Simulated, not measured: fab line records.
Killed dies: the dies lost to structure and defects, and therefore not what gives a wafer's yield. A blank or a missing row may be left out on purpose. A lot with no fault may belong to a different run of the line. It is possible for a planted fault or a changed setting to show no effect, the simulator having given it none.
fab line records | flow n5-finfet
record: lots: 5 | wafers: 15 | last-day: 16
route steps=1938 shown BEOL_M5@1182 BEOL_M6@1194 PASSIVATION@1936
lots that met no fault: from a run of the same line without faults
start-h: hours from the record's first day to the start of the lot's first wafer shown | wait-h: hours elapsed since this lot's preceding step | " repeats the value in the row above | L1.1+2: one row covering several wafers at once | - value missing, or start not given | * or withheld: withheld | < > ~ a bound
route shown NAME@n: names a module that has steps shown in the file, with the first one's number in the route | usual: mean/standard deviation of fault-free wafers | same: alike in all rows | chamber/n: place in a boat | sites: per-site readings | _std_site: standard deviation across them | _edge_site: outer sites' mean less inner sites' | radius-mm: how far each site lies from the wafer's centre | mask NAME#n: copy n | behind: the last tool/chamber to shape the wafer | hold: reason for holding the lot/hours on hold/outcome of the hold | device: which transistor (n, p or np) failed to switch | end of line: the tests these same wafers got at the end of their route | a step given without rows: its recipe and nothing more | killed: count of dies lost to structure and defects at first sort (not the wafer's yield) | map: dies across one wafer; x = killed, . = not, _ = none there
set.NAME: the setting that was run; set.NAME@STEP: the one run at that earlier step | model.NAME: the simulator's own value behind a step, which no gauge read
lots seen at some steps along the route; tables by step, rows by wafer
services: when a tool's chamber went out of use (start-h, in hours from the record's first day, below 0 if earlier), for how many hours, and the reason
== steps ==
step: N5_BEOL_M5_ANNEAL_89
recipe: temp-c: 400 | time-s: 1800 | ambient: vacuum
step: N5_BEOL_M5_SPUTTER_90
recipe: material: Cu | target-thk-a: 45 | temp-c: -20 | chamber-pressure-pa: 0.07 | power-w: withheld | time-s: 8.29
step: N5_BEOL_M5_ECD_50
recipe: material: Cu | target-thk-a: 3000
step: N5_BEOL_M5_ANNEAL_51
recipe: temp-c: 225 | time-s: 90 | ambient: N2
step: N5_BEOL_M5_CMP_52
recipe: stop-on: SiCOH_lowk | t-overpolish-s: 6.9 | down-force-psi: 1 | platen-rpm: 50 | clearing-platen-down-force-psi: 1.5 | clearing-platen-rpm: 50 | post-cmp-clean: cu-alkaline | target-thk-nm: 62 | clearing-platen-pad-velocity-m-s: 0.99484 | pad-velocity-m-s: 0.99484
step: N5_BEOL_M5_PRE_CLEAN_77
recipe: gas: NH3/H2 | time-s: 15 | temp-c: * | rf-power-w: 300
step: N5_BEOL_M5_CO_CAP_78
recipe: material: Co | target-thk-a: 20 | temp-c: 200 | precursor: CCTBA/H2 | pressure-torr: 30 | time-s: 102.1
step: N5_BEOL_M5_PRE_CLEAN_55
recipe: gas: NH3 | time-s: 15 | temp-c: withheld | rf-power-w: 300
step: N5_BEOL_M5_DEP_56
recipe: material: SiCN | target-thk-a: 80 | temp-c: withheld | precursor: 3MS/NH3 | pressure-torr: 3 | rf-w: 202 | time-s: 14
step: N5_BEOL_M6_ILD_DEP_00
recipe: material: SiCOH_lowk | target-thk-a: 1797.5 | temp-c: 300 | precursor: DEMS/porogen | pressure-torr: 5 | rf-w: 500 | time-s: 33.4
usual: heater-power-w: 304/51 | showerhead-plenum-p-Torr: 5.750/0.014 | throttle-valve-pct: 14.2/0.67
lot.wafer | tool     | chamber | start-h | wait-h | heater-power-w | showerhead-plenum-p-Torr | throttle-valve-pct
L266.1    | pecvd-01 | 0       | 240.12  | 0.0    | 358            | 5.766                    | 14.9
L266.4    | "        | 1       | "       | "      | 316            | 5.751                    | 13.9
L266.5    | "        | 2       | "       | "      | 246            | 5.744                    | 14.5
L269.2    | pecvd-01 | 2       | 255.13  | 0.0    | 286            | 5.737                    | 14.7
L269.3    | "        | 1       | "       | "      | 294            | 5.757                    | 14.1
L269.6    | "        | 0       | "       | "      | 329            | 5.784                    | 15.2
L267.2    | pecvd-03 | 1       | 255.35  | 0.0    | 241            | 5.753                    | 15.2
L267.5    | "        | 0       | "       | "      | 384            | 5.728                    | 13.9
L267.6    | "        | 1       | "       | "      | 249            | 5.735                    | 15.0
L268.4    | pecvd-01 | 2       | 261.09  | 0.1    | 244            | 5.750                    | 14.8
L268.5    | "        | 0       | "       | "      | 370            | 5.762                    | 14.9
L268.6    | "        | 1       | "       | "      | 306            | 5.754                    | 14.1
L273.1    | pecvd-01 | 1       | 289.64  | 0.0    | 277            | 5.763                    | 13.7
L273.3    | "        | 0       | "       | "      | 390            | 5.779                    | 15.1
L273.6    | "        | 2       | "       | "      | 225            | 5.750                    | 14.8
step: N5_BEOL_M6_CURE_74
recipe: temp-c: 385 | time-s: 240 | ambient: He/Ar | material: SiCOH_lowk
step: N5_BEOL_M6_PECVD_70
recipe: material: SiO2 | target-thk-a: 200 | temp-c: 400 | precursor: TEOS/O2 | pressure-torr: 5.5 | rf-w: 450 | teos-flow-sccm: 53.8 | gas: O2 | flow-sccm: 3000 | time-s: 22.7
step: N5_BEOL_M6_HM_DEP_02
recipe: material: TiN | target-thk-a: 200 | temp-c: 25 | chamber-pressure-pa: 0.49996
step: N5_BEOL_M6_COAT_59
recipe: resist: SOC | temp-c: 250 | time-s: 60 | spin-rpm: 1500 | resist-thk-nm: 100
step: N5_BEOL_M6_COAT_60
recipe: resist: SiARC | temp-c: 220 | time-s: 60 | spin-rpm: 1500 | resist-thk-nm: 35
step: N5_BEOL_M6_COAT_05
recipe: resist: CAR-ArF | spin-rpm: 1500 | resist-thk-nm: 90
step: N5_BEOL_M6_EBR_07
recipe: solvent: PGMEA | ebr-width-mm: 1.5
step: N5_BEOL_M6_SOFTBAKE_06
recipe: temp-c: 110 | time-s: 60 | resist: CAR-ArF
step: N5_BEOL_M6_EXPOSE_08
recipe: mask-id: M6 | na: 1.35 | source-shape: dipole | sigma-inner: 0.817 | sigma-outer: 0.97 | polarization: te | dose-mj: 68.25
step: N5_BEOL_M6_PEB_09
recipe: peb-temp-c: withheld | peb-time-s: 60 | resist: CAR-ArF
step: N5_BEOL_M6_DEVELOP_10
recipe: develop-time-s: 30 | developer: TMAH | resist: CAR-ArF | rinse-liquid: diw | dry: air-spin | dev-temp-c: 23
step: N5_BEOL_M6_INSPECT_13
recipe: mode: adi | inspect-instrument: brightfield
usual: raw-defect-count: 416/85
lot.wafer | tool              | chamber | start-h | wait-h | raw-defect-count
L266.1    | defect-inspect-02 | -       | 242.41  | 0.0    | 290
L266.4    | "                 | -       | "       | "      | 379
L266.5    | "                 | -       | "       | "      | 382
L269.2    | defect-inspect-02 | -       | 258.16  | 0.0    | 460
L269.3    | "                 | -       | "       | "      | 504
L269.6    | "                 | -       | "       | "      | 1091
L267.2    | defect-inspect-02 | -       | 258.56  | 0.0    | 370
L267.5    | "                 | -       | "       | "      | 294
L267.6    | "                 | -       | "       | "      | 294
L268.4    | defect-inspect-02 | -       | 262.82  | 0.0    | 541
L268.5    | "                 | -       | "       | "      | 1266
L268.6    | "                 | -       | "       | "      | 421
L273.1    | defect-inspect-01 | -       | 291.12  | 0.0    | 301
L273.3    | "                 | -       | "       | "      | 1026
L273.6    | "                 | -       | "       | "      | 320
step: N5_BEOL_M6_DESCUM_16
recipe: chemistry: O2 | time-s: 7.9 | source-power-w: 50 | bias-power-w: 20 | pressure-mtorr: 20 | rf-frequency-hz: 2.712e+07 | temp-c: 40 | resist: CAR-ArF | o2-flow-sccm: 225
step: N5_PASSIVATION_PROBE_49
usual: defect-limited-yield: 91.4/1.4 | killed_at_M0_to_M3: 34/8.9 | killed_at_M4_up: 13/4.6 | killed-at-contacts: 12/5.5 | killed-at-front-end: 41/11 | killed-at-other: 3.1/2.9 | killed-dies: 102/16 | killed-open: 66/11 | killed-short: 34/7.6 | sort_bin_5_function: 5.1/0.89 | sort_bin_6_memory: 3.2/0.61 | sort-n-pass: 1078/16 | sort-yield-pct: 91.3/1.4
same: gross-dies: 1180 | killed-at-back-side: 0 | sort_bin_4_leakage[%]: 0 | sort_bin_8_speed[%]: 0
lot.wafer | tool      | chamber | start-h | wait-h | defect-limited-yield[%] | killed_at_M0_to_M3 | killed_at_M4_up | killed-at-contacts | killed-at-front-end | killed-at-other | killed-dies | killed-open | killed-short | sort_bin_5_function[%] | sort_bin_6_memory[%] | sort-n-pass | sort-yield-pct[%]
L266.1    | prober-01 | -       | 326.36  | 0.0    | 93.2                    | 30                 | 8               | 7                  | 34                  | 1               | 80          | 54          | 26           | 4.1                    | 2.7                  | 1100        | 93.2
L266.4    | prober-01 | -       | 326.51  | 0.2    | 89.8                    | 42                 | 5               | 9                  | 63                  | 1               | 120         | 76          | 44           | 5.2                    | 4.5                  | 1060        | 89.8
L266.5    | prober-01 | -       | 326.56  | 0.2    | 93.1                    | 33                 | 8               | 8                  | 32                  | 0               | 81          | 54          | 27           | 3.8                    | 3.0                  | 1099        | 93.1
L268.4    | prober-02 | -       | 346.37  | 0.2    | 91.9                    | 34                 | 20              | 11                 | 28                  | 3               | 96          | 66          | 29           | 5.2                    | 3.0                  | 1084        | 91.9
L268.5    | prober-02 | -       | 346.42  | 0.2    | 82.4                    | 29                 | 137             | 15                 | 26                  | 1               | 208         | 58          | 23           | 10.8                   | 4.2                  | 972         | 82.4
L268.6    | prober-02 | -       | 346.47  | 0.3    | 92.5                    | 39                 | 12              | 8                  | 29                  | 1               | 89          | 48          | 41           | 4.7                    | 2.3                  | 1091        | 92.5
L267.2    | prober-01 | -       | 346.67  | 0.1    | 92.3                    | 24                 | 12              | 23                 | 30                  | 2               | 91          | 63          | 28           | 4.7                    | 2.6                  | 1089        | 92.3
L267.5    | prober-01 | -       | 346.82  | 0.2    | 89.5                    | 35                 | 17              | 14                 | 54                  | 4               | 124         | 73          | 41           | 5.7                    | 3.6                  | 1056        | 89.5
L267.6    | prober-01 | -       | 346.87  | 0.3    | 91.1                    | 25                 | 13              | 12                 | 53                  | 2               | 105         | 75          | 30           | 5.3                    | 3.5                  | 1075        | 91.1
L269.2    | prober-01 | -       | 354.34  | 0.1    | 91.4                    | 29                 | 9               | 17                 | 45                  | 2               | 102         | 62          | 34           | 4.8                    | 3.0                  | 1078        | 91.4
L269.3    | prober-01 | -       | 354.39  | 0.1    | 92.8                    | 15                 | 6               | 12                 | 45                  | 7               | 85          | 55          | 29           | 4.7                    | 2.1                  | 1095        | 92.8
L269.6    | prober-01 | -       | 354.54  | 0.3    | 80.8                    | 28                 | 146             | 13                 | 38                  | 2               | 227         | 59          | 23           | 11.9                   | 4.7                  | 953         | 80.8
L273.3    | prober-02 | -       | 374.40  | 0.1    | 83.2                    | 26                 | 140             | 5                  | 26                  | 1               | 198         | 43          | 20           | 11.4                   | 3.3                  | 982         | 83.2
killed by level:class
L266.1 STI_FIN_REVEAL:geometric-particle:open=10 BEOL_M0_SAQP:geometric-particle:open=9 BEOL_M0_SAQP:geometric-particle:short=7 MOL_CONTACT_COAG:geometric-particle:open=6 BEOL_M2:geometric-particle:open=5 FIN_SAQP:geometric-particle:short=4 DUMMY_GATE:geometric-particle:open=4 FIN_SAQP:geometric-particle:open=3
L266.4 FIN_SAQP:geometric-particle:open=18 STI_FIN_REVEAL:geometric-particle:open=12 BEOL_M2:geometric-particle:open=11 BEOL_M0_SAQP:geometric-particle:short=10 BEOL_M0_SAQP:geometric-particle:open=9 FIN_SAQP:geometric-particle:short=6 MOL_CONTACT_COAG:geometric-particle:open=6 BEOL_M0:geometric-particle:open=6
L266.5 BEOL_M0_SAQP:geometric-particle:short=9 BEOL_M0_SAQP:geometric-particle:open=8 FIN_SAQP:geometric-particle:open=7 MOL_CONTACT_COAG:geometric-particle:open=7 STI_FIN_REVEAL:geometric-particle:open=6 BEOL_M2:geometric-particle:open=5 GATE_CUT:geometric-particle:short=5 BEOL_M4:geometric-particle:open=5
L268.4 MOL_CONTACT_COAG:geometric-particle:open=10 BEOL_M0_SAQP:geometric-particle:open=10 FIN_SAQP:geometric-particle:open=9 BEOL_M1:geometric-particle:open=9 STI_FIN_REVEAL:geometric-particle:open=6 BEOL_M2:geometric-particle:open=6 BEOL_M0_SAQP:geometric-particle:short=5 BEOL_M6:geometric-particle:open=5
L268.5 BEOL_M6:unspecified=127 MOL_CONTACT_COAG:geometric-particle:open=12 BEOL_M0_SAQP:geometric-particle:open=10 FIN_SAQP:geometric-particle:open=7 BEOL_M0_SAQP:geometric-particle:short=6 STI_FIN_REVEAL:geometric-particle:open=6 BEOL_M1:geometric-particle:open=5 BEOL_M2:geometric-particle:open=4
L268.6 BEOL_M0_SAQP:geometric-particle:short=16 FIN_SAQP:geometric-particle:open=8 BEOL_M0_SAQP:geometric-particle:open=8 MOL_CONTACT_COAG:geometric-particle:open=7 STI_FIN_REVEAL:geometric-particle:open=5 BEOL_M1:geometric-particle:short=5 FIN_SAQP:geometric-particle:short=4 DUMMY_GATE:geometric-particle:open=3
L267.2 MOL_CONTACT_COAG:geometric-particle:open=19 STI_FIN_REVEAL:geometric-particle:open=7 BEOL_M0_SAQP:geometric-particle:short=7 BEOL_M4:geometric-particle:open=7 FIN_SAQP:geometric-particle:open=5 FIN_SAQP:geometric-particle:short=4 MOL_CONTACT_COAG:geometric-particle:short=4 BEOL_M0_SAQP:geometric-particle:open=4
L267.5 FIN_SAQP:geometric-particle:open=14 BEOL_M0_SAQP:geometric-particle:open=13 MOL_CONTACT_COAG:geometric-particle:open=12 FIN_SAQP:geometric-particle:short=10 HKMG_FIN:area-etch=9 BEOL_M1:geometric-particle:short=7 BEOL_M0_SAQP:geometric-particle:short=5 STI_FIN_REVEAL:geometric-particle:open=4
L267.6 FIN_SAQP:geometric-particle:open=15 STI_FIN_REVEAL:geometric-particle:open=13 MOL_CONTACT_COAG:geometric-particle:open=11 FIN_SAQP:geometric-particle:short=9 BEOL_M0_SAQP:geometric-particle:open=8 BEOL_M4:geometric-particle:open=7 BEOL_M0_SAQP:geometric-particle:short=5 STI_FIN_REVEAL:geometric-particle:short=4
L269.2 MOL_CONTACT_COAG:geometric-particle:open=13 FIN_SAQP:geometric-particle:short=12 BEOL_M2:geometric-particle:open=7 STI_FIN_REVEAL:geometric-particle:open=6 BEOL_M0:geometric-particle:open=6 BEOL_M3:geometric-particle:open=6 HKMG_FIN:area-etch=6 FIN_SAQP:geometric-particle:open=5
L269.3 FIN_SAQP:geometric-particle:open=17 STI_FIN_REVEAL:geometric-particle:open=9 MOL_CONTACT_COAG:geometric-particle:open=9 FIN_SAQP:geometric-particle:short=7 BEOL_M0_SAQP:geometric-particle:short=4 BEOL_M3:geometric-particle:open=4 MOL_CONTACT_COAG:geometric-particle:short=3 BEOL_M2:geometric-particle:open=3
L269.6 BEOL_M6:unspecified=145 STI_FIN_REVEAL:geometric-particle:open=12 BEOL_M3:geometric-particle:open=12 MOL_CONTACT_COAG:geometric-particle:open=11 FIN_SAQP:geometric-particle:open=7 FIN_SAQP:geometric-particle:short=6 BEOL_M0_SAQP:geometric-particle:short=4 BEOL_M0_SAQP:geometric-particle:open=4
L273.3 BEOL_M6:unspecified=134 BEOL_M1:geometric-particle:open=9 FIN_SAQP:geometric-particle:open=7 FIN_SAQP:geometric-particle:short=5 BEOL_M3:geometric-particle:open=5 MOL_CONTACT_COAG:geometric-particle:open=4 BEOL_M1:geometric-particle:short=4 STARTING-WAFER:geometric-particle:short=4
map L268.5 (x killed, . not)
_________________............________________
______________.......x....x....._____________
___________............x.x..x......__________
__________..x...........x..........._________
________.............x.........x..x..._______
_______x....x............x...x.......x.______
______...............x...x.............._____
_____.......x....................x.......____
____....x...x..........x...............x..___
___.....x.x................................__
___..................x...x...x......x......__
__........................x..x............x._
__........x...x...............x.......x....._
_.......x......x............xxx..............
_........x....x.......x......................
_x......xx..xxxxxx........x...........x......
_........x.x.xx.xx................x.....x....
_.......xx..xxxxxxxxx........................
_.....x..xxxxxxxxxx...x..x..............x....
_......xxxxxxxxxxxxx...............x.........
_...x.x.xxxxxxxxxxxxx....x..............x....
__....x.xxxxxxxxxxx...x...........x........._
__...xxxxxxxxxxxxxx.x.x....................._
___.x..xxxxxxxxxxxx....................xx..__
___....xxxxxxxxxx.................x........__
____.....x..xxxx.xxx.....x................___
_____....xxxx.x..............x...........____
______........x..x.xx.......x...xx......_____
_______.x....x.........................______
________.....x.x......................_______
__________..........x..............._________
___________x..........x............__________
______________.x.......x..x....._____________
_________________.x..........________________
map L269.6 (x killed, . not)
_________________.....x.x.x..________________
______________.................._____________
___________xx......................__________
__________.............x.x........x._________
________..............x........x......_______
_______....x.........x.x...............______
______........................x........._____
_____.............x.......x..............____
____........x..........x.......x..........___
___.....x........x....x....x.............x.__
___.............x........x.........x.x.....__
__..x.x.............................x......._
__.......x.................................._
_..................x....x...................x
_x..........x.........x.....x................
_..........xx.xx...............x..x...x....x.
_........x.xxx.xxxx..................x.......
_..x...xxxxxxxx.xxx.......x.........x........
_.....x.xxxxxxxxxxxxx....x.....x..........x..
_......x.xxxxxxxxxxx...............xx...x....
_.......xxxxxxxxxxxx..xx..x...........x......
__.....xxxxxxxxxxxxxxxx.x.........x........._
__....xxxxxxxxxxxxxxxx.............x........_
___...xxxxxxxxxxxxxxx.x........x.....x...x.__
___...xx.xxxxxxxxx.xx......................__
____.x.x.xxxxxxxxx.x......................___
_____...xx.xxx.x..xx.....x...............____
______.....xxxx....x..........x..x......_____
_______................x..............x______
________..x..............x............_______
__________.........................x_________
___________...........x.....x......__________
______________...x....x.x...xx.._____________
_________________.....x.....x________________
== services ==
tool     | chamber | start-h | hours | kind
pecvd-01 | 0       | 225.32  | 5.5   | scheduled-down
pecvd-03 | -       | 262.39  | 14.6  | pm
pecvd-01 | -       | 271.15  | 6.0   | pm
pecvd-03 | 1       | 281.75  | 5.5   | scheduled-down
pecvd-03 | 0       | 282.40  | 9.6   | repair
== key ==
first-sign: step: N5_BEOL_M6_INSPECT_13 | reading: raw-defect-count | direction: up | sigmas: 8.4 | usual: 416 | struck: 1128
effect: step: N5_PASSIVATION_PROBE_49 | reading: killed_at_M4_up | direction: up | sigmas: 28 | usual: 13 | struck: 141
more-kills-born-at: N5_BEOL_M6_ILD_DEP_00@pecvd-01: 406
met-at N5_BEOL_M6_ILD_DEP_00
struck-wafers L268.5,L269.6,L273.3
onset-between 240.12 255.13
fault: kind: chamber-particle-source | tool: pecvd-01 | chamber: 0 | onset-h: 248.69 | steps: N5_BEOL_M6_ILD_DEP_00 | rate-per-visit-cm2: 1.1006 | end-h: 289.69
